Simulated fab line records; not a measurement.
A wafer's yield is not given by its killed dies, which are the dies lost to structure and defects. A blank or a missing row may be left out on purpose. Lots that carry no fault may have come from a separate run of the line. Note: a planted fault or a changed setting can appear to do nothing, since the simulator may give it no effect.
fab line records + flow n5_finfet
record:
- lots: 10
- wafers: 28
- last_day: 18
route steps=1938 shown SPACER0@259 SD_EPI_N@273 SD_EPI_P@320 ILD0@346 BEOL_M4@1111 PASSIVATION@1936
lots that met no fault: from a run of the same line without faults
start_h: the number of hours between the record's first day and the start of the first shown wafer of the lot + wait_h: time in hours since the lot's previous step + " unchanged from the row above + L1.1+2: one row covering several wafers at once + - either no value or no given start + * or withheld: withheld + < > ~ a bound
route shown NAME@n: a module of which the file shows steps, and the number in the route of the first + usual: mean/standard deviation taken from wafers without a fault + same: alike in all rows + chamber/n: place in a boat + sites: each site's reading + _std_site: standard deviation of those values + _edge_site: inner sites' mean taken away from outer sites' mean + radius_mm: for every site, how far away it sits from the centre of the wafer + mask NAME#n: copy n + behind: tool/chamber where the wafer was last shaped + hold: why the lot went on hold/how many hours it stayed there/how the hold came to an end + device: the transistor (n, p or np) that didn't switch + end of line: at the end of the route, the tests of the same wafers + where a step has no rows: the recipe by itself + killed: at the first sort, the dies lost to defects and structure; wafer yield is something else + map: shows each die of a wafer: x if killed, . if not, _ if none is there
set.NAME: the setting the step ran with; set.NAME@STEP: the setting that earlier step ran with + model.NAME: the simulator's own value behind a step, which no gauge read
steps of the route over a sample of lots; a table a step, a row a wafer
services: the hour from which a tool's chamber was out of use, counted from the record's first day as start_h (under 0 if before that day), plus the number of hours and why
== steps ==
step: N5_SPACER0_ALD_00
recipe:
- material: SiOCN
- target_thk_a: 35
- temp_c: 400
- ald_precursor_family: alkyl-aminosilane
- ald_co_reactant: O2/N2-plasma
- pulse_time_s: 3
- purge_time_s: 2
- co_reactant_purge_time_s: 2
- ald_cycles: 58
- pressure_torr: 2
usual:
- heater_power_w: 902/83
- precursor_pulse_height_rel: 1.001/0.02
| lot.wafer | tool       | chamber | start_h | wait_h | heater_power_w | precursor_pulse_height_rel |
|-----------|------------|---------|---------|--------|----------------|----------------------------|
| L984.2    | ald_sin-03 | 3       | 56.77   | 0.1    | 1003           | 1.025                      |
| L984.4    | "          | 1       | "       | "      | 919            | 1.015                      |
| L984.6    | "          | 3       | "       | "      | 1022           | 1.001                      |
| L985.3    | ald_sin-02 | 3       | 65.82   | 0.1    | 768            | 0.960                      |
| L985.4    | "          | 2       | "       | "      | 767            | 1.030                      |
| L985.6    | "          | 3       | "       | "      | 810            | 1.031                      |
| L986.1    | ald_sin-03 | 3       | 67.24   | 0.1    | 1021           | 1.017                      |
| L986.2    | "          | 1       | "       | "      | 906            | 1.018                      |
| L986.3    | "          | 0       | "       | "      | 925            | 1.008                      |
| L988.1    | ald_sin-02 | 3       | 78.73   | 0.1    | 780            | 1.009                      |
| L988.3    | "          | 1       | "       | "      | 940            | 0.998                      |
| L988.5    | "          | 1       | "       | "      | 915            | 0.992                      |
| L995.2    | ald_sin-01 | 0       | 123.75  | 0.1    | 778            | 0.996                      |
| L995.3    | "          | 2       | "       | "      | 997            | 0.985                      |
| L995.6    | "          | 0       | "       | "      | 776            | 0.987                      |
| L999.1    | ald_sin-03 | 0       | 144.23  | 0.1    | 894            | 1.009                      |
| L999.4    | "          | 2       | "       | "      | 908            | 1.029                      |
| L999.5    | "          | 1       | "       | "      | 955            | 1.012                      |
| L101.2    | ald_sin-02 | 2       | 154.60  | 0.1    | 773            | 0.993                      |
| L101.6    | "          | 0       | "       | "      | 887            | 0.982                      |
| L102.5    | ald_sin-03 | 0       | 163.07  | 0.1    | 933            | 0.979                      |
| L102.6    | "          | 3       | "       | "      | 1031           | 0.973                      |
| L104.3    | ald_sin-03 | 3       | 179.45  | 0.1    | 1031           | 1.013                      |
| L104.5    | "          | 0       | "       | "      | 925            | 0.992                      |
| L104.6    | "          | 1       | "       | "      | 962            | 0.996                      |
| L105.3    | ald_sin-01 | 2       | 180.77  | 0.2    | 974            | 0.997                      |
| L105.4    | "          | 3       | "       | "      | 931            | 0.992                      |
| L105.5    | "          | 3       | "       | "      | 911            | 0.978                      |
step: N5_SD_EPI_N_DESCUM_14
recipe:
- chemistry: O2
- time_s: 7.9
- source_power_w: 50
- bias_power_w: 20
- pressure_mtorr: 20
- rf_frequency_hz: 2.712e+07
- temp_c: 40
- resist: CAR-ArF-block
- o2_flow_sccm: 225
usual:
- drypump_motor_current_A: 5.9/0.35
- oes_product_au: 0.83/0.11
- rf_vpp_V: 243.6/1.2
- showerhead_plenum_p_Torr: 2.14/0.065
- temp_c: 39.99/0.11
- throttle_valve_pct: 20.51/0.25
| lot.wafer | tool        | chamber | start_h | wait_h | drypump_motor_current_A | oes_product_au | rf_hours_counter_h | rf_vpp_V | showerhead_plenum_p_Torr | temp_c | throttle_valve_pct |
|-----------|-------------|---------|---------|--------|-------------------------|----------------|--------------------|----------|--------------------------|--------|--------------------|
| L984.2    | rie_diel-02 | 1       | 57.63   | 0.1    | 5.5                     | 0.76           | 158                | 245.0    | 2.18                     | 40.21  | 20.73              |
| L984.4    | "           | 3       | "       | "      | 5.5                     | 0.70           | -                  | 244.6    | 2.17                     | 39.93  | 20.41              |
| L984.6    | "           | 0       | "       | "      | 6.0                     | 0.96           | -                  | 243.7    | 2.14                     | 40.05  | 20.15              |
| L985.3    | rie_diel-01 | 3       | 66.60   | 0.0    | 5.3                     | 0.69           | 244                | 241.9    | 1.99                     | 39.98  | 20.96              |
| L985.4    | "           | 1       | "       | "      | 6.1                     | 0.72           | 215                | 242.4    | 2.08                     | 40.12  | 20.65              |
| L985.6    | "           | 1       | "       | "      | 6.1                     | 0.72           | -                  | 243.8    | 2.08                     | 39.99  | 20.67              |
| L986.1    | rie_diel-02 | 3       | 68.14   | 0.0    | 5.5                     | 0.71           | 240                | 244.1    | 2.17                     | 39.97  | 20.41              |
| L986.2    | "           | 1       | "       | "      | 5.5                     | 0.76           | 162                | 243.8    | 2.18                     | 39.94  | 20.74              |
| L986.3    | "           | 0       | "       | "      | 6.0                     | 0.95           | 14                 | 244.8    | 2.14                     | 40.08  | 20.14              |
| L988.1    | rie_diel-01 | 2       | 79.72   | 0.1    | 5.9                     | 0.71           | 198                | 243.1    | 2.18                     | 39.99  | 20.62              |
| L988.3    | "           | 1       | "       | "      | 6.1                     | 0.70           | 221                | 242.8    | 2.08                     | 40.02  | 20.66              |
| L988.5    | "           | 1       | "       | "      | 6.1                     | 0.71           | -                  | 242.2    | 2.08                     | 40.18  | 20.69              |
| L995.2    | rie_diel-01 | 0       | 124.65  | 0.0    | 6.0                     | 0.91           | 29                 | 244.7    | 2.23                     | 39.89  | 20.34              |
| L995.3    | "           | 1       | "       | "      | 6.1                     | 0.70           | 232                | 242.5    | 2.08                     | 40.13  | 20.68              |
| L995.6    | "           | 1       | "       | "      | 6.1                     | 0.70           | -                  | 243.3    | 2.08                     | 40.14  | 20.68              |
| L999.1    | rie_diel-06 | 0       | 145.13  | 0.0    | 6.2                     | 0.93           | 13                 | 241.9    | 2.05                     | 39.95  | 20.59              |
| L999.4    | "           | 3       | "       | "      | 5.4                     | 0.69           | 192                | 242.0    | 2.07                     | 40.13  | 20.70              |
| L999.5    | "           | 0       | "       | "      | 6.2                     | 0.93           | -                  | 242.6    | 2.05                     | 39.87  | 20.56              |
| L101.2    | rie_diel-02 | 3       | 155.38  | 0.0    | 5.5                     | 0.91           | 11                 | 243.9    | 2.17                     | 39.89  | 20.14              |
| L101.6    | "           | 1       | "       | "      | 5.5                     | 0.73           | -                  | 244.0    | 2.17                     | 39.97  | 20.81              |
| L102.5    | rie_diel-02 | 0       | 163.86  | 0.0    | 6.0                     | 0.87           | -                  | 242.7    | 2.13                     | 40.12  | 20.20              |
| L102.6    | "           | 1       | "       | "      | 5.5                     | 0.73           | -                  | 244.8    | 2.17                     | 40.05  | 20.79              |
| L104.3    | rie_diel-01 | 2       | 180.35  | 0.0    | 5.9                     | 0.69           | 230                | 244.1    | 2.16                     | 40.02  | 20.65              |
| L104.5    | "           | 2       | "       | "      | 5.9                     | 0.70           | -                  | 244.4    | 2.16                     | 40.22  | 20.65              |
| L104.6    | "           | 0       | "       | "      | 6.0                     | 0.85           | -                  | 244.7    | 2.23                     | 39.95  | 20.37              |
| L105.3    | rie_diel-06 | 2       | 181.73  | 0.0    | 5.7                     | 0.88           | 43                 | 242.5    | 2.04                     | 39.96  | 20.27              |
| L105.4    | "           | 1       | "       | "      | 6.5                     | 0.93           | 18                 | 244.0    | 2.16                     | 40.07  | 20.69              |
| L105.5    | "           | 0       | "       | "      | 6.2                     | 0.89           | -                  | 241.7    | 2.05                     | 40.32  | 20.60              |
step: N5_SD_EPI_P_VAPOR_ETCH_44
recipe:
- chemistry: NF3/Ar
- target: SiGe30
- temp_c: 25
- time_s: 3.3
- mode: isotropic
| lot.wafer  | tool         | chamber | start_h | wait_h |
|------------|--------------|---------|---------|--------|
| L984.2+4+6 | epi_rpcvd-01 | 0       | 63.41   | 0.2    |
| L985.3+4+6 | epi_rpcvd-04 | 0       | 73.11   | 0.2    |
| L986.1+2+3 | epi_rpcvd-01 | 0       | 74.10   | 0.1    |
| L988.1+3+5 | epi_rpcvd-04 | 0       | 85.35   | 0.1    |
| L995.2+3+6 | epi_rpcvd-04 | 0       | 131.39  | 0.2    |
| L995.2+3+6 | epi_rpcvd-04 | 0       | 131.79  | 0.4    |
| L999.1+4+5 | epi_rpcvd-02 | 0       | 151.35  | 0.1    |
| L999.1+4+5 | epi_rpcvd-02 | 0       | 151.70  | 0.3    |
| L101.2+6   | epi_rpcvd-02 | 0       | 161.42  | 0.1    |
| L102.5+6   | epi_rpcvd-01 | 0       | 170.31  | 0.1    |
| L104.3+5+6 | epi_rpcvd-02 | 0       | 186.79  | 0.1    |
| L105.3+4+5 | epi_rpcvd-01 | 0       | 188.09  | 0.2    |
step: N5_ILD0_INSPECT_06
recipe:
- inspect_instrument: darkfield
- mode: post_cmp
usual:
- raw_defect_count: 36/17
| lot.wafer | tool              | chamber | start_h | wait_h | raw_defect_count |
|-----------|-------------------|---------|---------|--------|------------------|
| L984.2    | defect_inspect-02 | -       | 74.07   | 0.0    | 17               |
| L984.4    | "                 | -       | "       | "      | 15               |
| L984.6    | "                 | -       | "       | "      | 26               |
| L985.3    | defect_inspect-01 | -       | 83.39   | 0.0    | 35               |
| L985.4    | "                 | -       | "       | "      | 45               |
| L985.6    | "                 | -       | "       | "      | 46               |
| L986.1    | defect_inspect-02 | -       | 83.78   | 0.0    | 21               |
| L986.2    | "                 | -       | "       | "      | 21               |
| L986.3    | "                 | -       | "       | "      | 27               |
| L988.1    | defect_inspect-02 | -       | 94.95   | 0.0    | 28               |
| L988.3    | "                 | -       | "       | "      | 24               |
| L988.5    | "                 | -       | "       | "      | 59               |
| L995.2    | defect_inspect-02 | -       | 142.83  | 0.0    | 27               |
| L995.3    | "                 | -       | "       | "      | 18               |
| L995.6    | "                 | -       | "       | "      | 25               |
| L999.1    | defect_inspect-02 | -       | 162.44  | 0.0    | 38               |
| L999.4    | "                 | -       | "       | "      | 52               |
| L999.5    | "                 | -       | "       | "      | 51               |
| L101.2    | defect_inspect-02 | -       | 171.21  | 0.0    | 16               |
| L101.6    | "                 | -       | "       | "      | 16               |
| L102.5    | defect_inspect-01 | -       | 179.94  | 0.0    | 39               |
| L102.6    | "                 | -       | "       | "      | 52               |
| L104.3    | defect_inspect-01 | -       | 196.67  | 0.0    | 125              |
| L104.5    | "                 | -       | "       | "      | 46               |
| L104.6    | "                 | -       | "       | "      | 69               |
| L105.3    | defect_inspect-02 | -       | 198.73  | 0.0    | 16               |
| L105.4    | "                 | -       | "       | "      | 35               |
| L105.5    | "                 | -       | "       | "      | 24               |
step: N5_BEOL_M4_RC_MEAS_101
usual:
- DIBL_N: 36.9/1.7
- DIBL_P: 37.3/2.3
- IOFF_N: 0.16/0.033
- IOFF_P: 0.22/0.04
- ION_N: 673/12
- ION_P: 463/8
- SS_N: 71.6/0.58
- SS_P: 73.4/0.74
- VT_N: 250/3.2
- VT_P: -250/3.4
| lot.wafer | tool      | chamber | start_h | wait_h | DIBL_N[mV/V] | DIBL_P[mV/V] | IOFF_N[nA/um] | IOFF_P[nA/um] | ION_N[uA/um] | ION_P[uA/um] | SS_N[mV/dec] | SS_P[mV/dec] | VT_N[mV] | VT_P[mV] |
|-----------|-----------|---------|---------|--------|--------------|--------------|---------------|---------------|--------------|--------------|--------------|--------------|----------|----------|
| L984.2    | prober-02 | 0       | 181.31  | 0.2    | 35.8         | 38.3         | 0.15          | 0.19          | 669          | 455          | 71.9         | 74.0         | 251      | -256     |
| L984.4    | "         | 0       | "       | "      | 36.7         | 38.5         | 0.16          | 0.20          | 675          | 463          | 71.5         | 73.6         | 249      | -255     |
| L984.6    | "         | 0       | "       | "      | 36.7         | 39.2         | 0.16          | 0.21          | 667          | 458          | 71.4         | 74.5         | 250      | -254     |
| L986.1    | prober-02 | 0       | 186.13  | 0.0    | 37.3         | 38.3         | 0.18          | 0.23          | 676          | 460          | 72.1         | 73.7         | 249      | -249     |
| L986.2    | "         | 0       | "       | "      | 36.1         | 37.8         | 0.16          | 0.22          | 668          | 464          | 71.6         | 72.9         | 252      | -250     |
| L986.3    | "         | 0       | "       | "      | 36.7         | 38.3         | 0.18          | 0.24          | 684          | 475          | 72.0         | 72.8         | 247      | -249     |
| L985.3    | prober-02 | 0       | 190.68  | 0.3    | 39.3         | 42.2         | 0.25          | 0.33          | 684          | 475          | 72.0         | 73.5         | 245      | -245     |
| L985.4    | "         | 0       | "       | "      | 38.8         | 40.3         | 0.20          | 0.28          | 681          | 465          | 71.8         | 74.5         | 248      | -247     |
| L985.6    | "         | 0       | "       | "      | 36.7         | 38.6         | 0.17          | 0.25          | 695          | 480          | 72.0         | 72.9         | 250      | -247     |
| L988.1    | prober-01 | 0       | 199.07  | 0.0    | 36.9         | 36.3         | 0.17          | 0.20          | 665          | 451          | 71.1         | 73.1         | 251      | -252     |
| L988.3    | "         | 0       | "       | "      | 34.3         | 33.5         | 0.14          | 0.17          | 684          | 461          | 70.8         | 73.1         | 250      | -257     |
| L988.5    | "         | 0       | "       | "      | 35.0         | 33.1         | 0.13          | 0.16          | 660          | 446          | 71.4         | 72.3         | 253      | -257     |
| L995.2    | prober-01 | 0       | 256.41  | 0.2    | 36.9         | -            | 0.15          | -             | 664          | -            | 70.8         | -            | 251      | -        |
| L995.3    | "         | 0       | "       | "      | 37.1         | -            | 0.15          | -             | 666          | -            | 71.7         | -            | 252      | -        |
| L995.6    | "         | 0       | "       | "      | 37.4         | -            | 0.17          | -             | 686          | -            | 71.7         | -            | 249      | -        |
| L101.2    | prober-01 | 0       | 271.95  | 0.2    | 36.9         | 35.1         | 0.13          | 0.20          | 654          | 456          | 71.3         | 73.8         | 256      | -252     |
| L101.6    | "         | 0       | "       | "      | 35.7         | 34.5         | 0.13          | 0.19          | 661          | 453          | 71.7         | 73.3         | 252      | -251     |
| L999.1    | prober-02 | 0       | 278.88  | 0.2    | 36.6         | -            | 0.16          | -             | 674          | -            | 72.5         | -            | 251      | -        |
| L999.4    | "         | 0       | "       | "      | 34.0         | -            | 0.12          | -             | 659          | -            | 71.4         | -            | 254      | -        |
| L999.5    | "         | 0       | "       | "      | 36.0         | -            | 0.16          | -             | 693          | -            | 71.6         | -            | 249      | -        |
| L102.5    | prober-01 | 0       | 291.42  | 0.6    | 38.5         | 37.8         | 0.17          | 0.23          | 697          | 476          | 71.4         | 73.7         | 248      | -249     |
| L102.6    | "         | 0       | "       | "      | 38.1         | 37.8         | 0.17          | 0.23          | 670          | 462          | 71.7         | 72.7         | 251      | -250     |
| L105.3    | prober-02 | 0       | 307.75  | 0.3    | 38.6         | 39.3         | 0.18          | 0.24          | 673          | 459          | 71.7         | 73.9         | 252      | -252     |
| L105.4    | "         | 0       | "       | "      | 39.3         | 39.4         | 0.18          | 0.23          | 669          | 459          | 72.6         | 74.4         | 251      | -253     |
| L105.5    | "         | 0       | "       | "      | 37.7         | 38.0         | 0.14          | 0.21          | 661          | 453          | 72.0         | 73.8         | 255      | -255     |
| L104.3    | prober-01 | 0       | 308.31  | 0.3    | 34.2         | 36.0         | 0.12          | 0.19          | 669          | 467          | 71.6         | 72.4         | 256      | -254     |
| L104.5    | "         | 0       | "       | "      | 39.0         | 41.1         | 0.20          | 0.27          | 677          | 465          | 72.0         | 73.9         | 246      | -248     |
| L104.6    | "         | 0       | "       | "      | 36.4         | 37.0         | 0.14          | 0.21          | 667          | 464          | 71.3         | 73.9         | 254      | -248     |
step: N5_PASSIVATION_PROBE_49
usual:
- defect_limited_yield: 91.2/1.3
- killed_at_M0_to_M3: 34/10
- killed_at_M4_up: 13/4.6
- killed_at_contacts: 13/5.5
- killed_at_front_end: 41/12
- killed_at_other: 2.8/2.4
- killed_dies: 104/16
- killed_open: 67/12
- killed_short: 33/7.2
- sort_bin_4_leakage: 0.00/0.012
- sort_bin_5_function: 5.1/0.86
- sort_bin_6_memory: 3.3/0.62
- sort_n_pass: 1076/16
- sort_yield_pct: 91.2/1.3
same:
- gross_dies: 1180
- killed_at_back_side: 0
- sort_bin_8_speed[%]: 0
| lot.wafer | tool      | chamber | start_h | wait_h | defect_limited_yield[%] | killed_at_M0_to_M3 | killed_at_M4_up | killed_at_contacts | killed_at_front_end | killed_at_other | killed_dies | killed_open | killed_short | sort_bin_4_leakage[%] | sort_bin_5_function[%] | sort_bin_6_memory[%] | sort_n_pass | sort_yield_pct[%] |
|-----------|-----------|---------|---------|--------|-------------------------|--------------------|-----------------|--------------------|---------------------|-----------------|-------------|-------------|--------------|-----------------------|------------------------|----------------------|-------------|-------------------|
| L995.2    | prober-02 | -       | 364.58  | 0.1    | 90.5                    | 38                 | 10              | 6                  | 56                  | 2               | 112         | 69          | 41           | 90.51                 | 5.6                    | 3.4                  | 0           | 0                 |
| L995.3    | prober-02 | -       | 364.63  | 0.1    | 89.2                    | 68                 | 5               | 14                 | 36                  | 4               | 127         | 76          | 47           | 89.24                 | 6.2                    | 3.9                  | 0           | 0                 |
| L995.6    | prober-02 | -       | 364.78  | 0.3    | 90.4                    | 36                 | 10              | 20                 | 45                  | 2               | 113         | 73          | 36           | 90.42                 | 6.2                    | 3.0                  | 0           | 0                 |
| L999.1    | prober-02 | -       | 376.28  | 0.0    | 91.3                    | 28                 | 20              | 18                 | 37                  | 0               | 103         | 68          | 25           | 91.27                 | 4.6                    | 3.4                  | 0           | 0                 |
| L999.4    | prober-02 | -       | 376.43  | 0.2    | 88.7                    | 71                 | 15              | 11                 | 36                  | 0               | 133         | 86          | 43           | 88.73                 | 6.8                    | 4.1                  | 0           | 0                 |
| L999.5    | prober-02 | -       | 376.48  | 0.2    | 91.2                    | 36                 | 20              | 12                 | 33                  | 3               | 104         | 64          | 30           | 91.19                 | 5.3                    | 2.9                  | 0           | 0                 |
| L102.5    | prober-01 | -       | 390.63  | 0.2    | 90.4                    | 34                 | 4               | 11                 | 63                  | 1               | 113         | 70          | 34           | 0                     | 6.2                    | 2.6                  | 1067        | 90.4              |
| L102.6    | prober-01 | -       | 390.68  | 0.3    | 92.3                    | 39                 | 15              | 8                  | 25                  | 4               | 91          | 63          | 25           | 0                     | 4.4                    | 3.2                  | 1089        | 92.3              |
killed by level:class
L995.2 STI_FIN_REVEAL:geometric_particle:open=13 GATE_CUT:geometric_particle:short=10 BEOL_M2:geometric_particle:open=9 FIN_SAQP:geometric_particle:short=8 BEOL_M3:geometric_particle:open=8 BEOL_M0_SAQP:geometric_particle:open=7 GATE_CUT:geometric_particle:open=6 BEOL_M1:geometric_particle:open=5
L995.3 BEOL_M0_SAQP:geometric_particle:short=16 BEOL_M3:geometric_particle:open=15 MOL_CONTACT_COAG:geometric_particle:open=14 BEOL_M1:geometric_particle:open=13 BEOL_M0_SAQP:geometric_particle:open=12 GATE_CUT:geometric_particle:short=10 BEOL_M1:geometric_particle:short=6 FIN_SAQP:geometric_particle:open=4
L995.6 MOL_CONTACT_COAG:geometric_particle:open=19 BEOL_M3:geometric_particle:open=12 BEOL_M0_SAQP:geometric_particle:short=9 STI_FIN_REVEAL:geometric_particle:open=7 GATE_CUT:geometric_particle:open=7 GATE_CUT:geometric_particle:short=7 BEOL_M0_SAQP:geometric_particle:open=6 FIN_SAQP:geometric_particle:short=5
L999.1 MOL_CONTACT_COAG:geometric_particle:open=16 BEOL_M0_SAQP:geometric_particle:open=8 FIN_SAQP:geometric_particle:open=7 BEOL_M0_SAQP:geometric_particle:short=7 BEOL_M5:geometric_particle:open=7 BEOL_M0:geometric_particle:open=6 HKMG_FIN:area_etch=6 STI_FIN_REVEAL:geometric_particle:open=5
L999.4 BEOL_M0_SAQP:geometric_particle:open=26 BEOL_M0_SAQP:geometric_particle:short=22 STI_FIN_REVEAL:geometric_particle:open=13 MOL_CONTACT_COAG:geometric_particle:open=10 FIN_SAQP:geometric_particle:open=9 BEOL_M2:geometric_particle:open=9 FIN_SAQP:geometric_particle:short=5 BEOL_M4:geometric_particle:open=4
L999.5 MOL_CONTACT_COAG:geometric_particle:open=10 BEOL_M0_SAQP:geometric_particle:short=10 BEOL_M0_SAQP:geometric_particle:open=10 STI_FIN_REVEAL:geometric_particle:open=8 HKMG_FIN:area_etch=7 FIN_SAQP:geometric_particle:open=6 BEOL_M1:geometric_particle:open=5 BEOL_M5:geometric_particle:open=5
L102.5 STI_FIN_REVEAL:geometric_particle:open=14 FIN_SAQP:geometric_particle:open=12 FIN_SAQP:geometric_particle:short=9 BEOL_M0_SAQP:geometric_particle:open=9 BEOL_M1:geometric_particle:open=7 DUMMY_GATE:geometric_particle:open=7 MOL_CONTACT_COAG:geometric_particle:short=6 BEOL_M2:geometric_particle:open=6
L102.6 BEOL_M0_SAQP:geometric_particle:open=10 STI_FIN_REVEAL:geometric_particle:open=7 MOL_CONTACT_COAG:geometric_particle:open=7 BEOL_M0_SAQP:geometric_particle:short=7 BEOL_M0:geometric_particle:open=7 GATE_CUT:geometric_particle:short=6 BEOL_M4:geometric_particle:open=5 BEOL_M2:geometric_particle:open=5
== services ==
| tool         | chamber | start_h | hours | kind                          |
|--------------|---------|---------|-------|-------------------------------|
| epi_rpcvd-02 | -       | 48.07   | 0.6   | repair                        |
| ald_sin-01   | 0       | 70.17   | 24.0  | repair                        |
| ald_sin-03   | 1       | 70.58   | 1.9   | repair                        |
| ald_sin-02   | 1       | 71.02   | 3.9   | repair                        |
| ald_sin-02   | 3       | 85.31   | 6.2   | repair                        |
| rie_diel-01  | 3       | 85.99   | -     | clean                         |
| rie_diel-01  | 3       | 85.99   | -     | consumable_replace:focus_ring |
| rie_diel-01  | 3       | 85.99   | -     | consumable_replace:showerhead |
| rie_diel-01  | 3       | 85.99   | 19.1  | scheduled_down                |
| rie_diel-01  | -       | 86.10   | 14.6  | pm                            |
| ald_sin-01   | -       | 87.62   | 14.0  | pm                            |
| rie_diel-06  | 0       | 89.21   | 9.2   | repair                        |
| epi_rpcvd-04 | -       | 103.69  | 6.0   | pm                            |
| ald_sin-02   | 2       | 118.66  | 2.2   | repair                        |
| ald_sin-03   | 2       | 121.08  | 6.2   | repair                        |
| epi_rpcvd-01 | -       | 126.69  | 8.1   | pm                            |
| ald_sin-01   | -       | 144.75  | 4.3   | pm                            |
| ald_sin-03   | 1       | 147.61  | 3.5   | repair                        |
| ald_sin-03   | -       | 151.62  | 0.4   | repair                        |
| ald_sin-01   | 1       | 171.53  | 61.6  | repair                        |
| rie_diel-02  | 2       | 171.75  | 5.4   | repair                        |
| epi_rpcvd-04 | -       | 172.16  | 1.1   | repair                        |
| ald_sin-02   | -       | 177.93  | 14.0  | pm                            |
| ald_sin-01   | 0       | 180.13  | 1.6   | repair                        |
== key ==
first_sign:
- step: N5_SD_EPI_P_VAPOR_ETCH_44
- reading: visit
- direction: added
effect:
- step: N5_PASSIVATION_PROBE_49
- reading: sort_bin_4_leakage
- direction: up
- sigmas: 99+
- usual: 0.00
- struck: 90.23
met_at N5_SD_EPI_P_VAPOR_ETCH_44
struck_lots L995,L999
not_acting_at N5_SPACER0_ALD_00,N5_SD_EPI_N_DESCUM_14,N5_ILD0_INSPECT_06
fault:
- kind: repeated_step_whole
- tool: epi_rpcvd-01,epi_rpcvd-02,epi_rpcvd-04
- chamber: -
- onset_h: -
- steps: N5_SD_EPI_P_VAPOR_ETCH_44
- times: 1
- scope: struck_lots_only
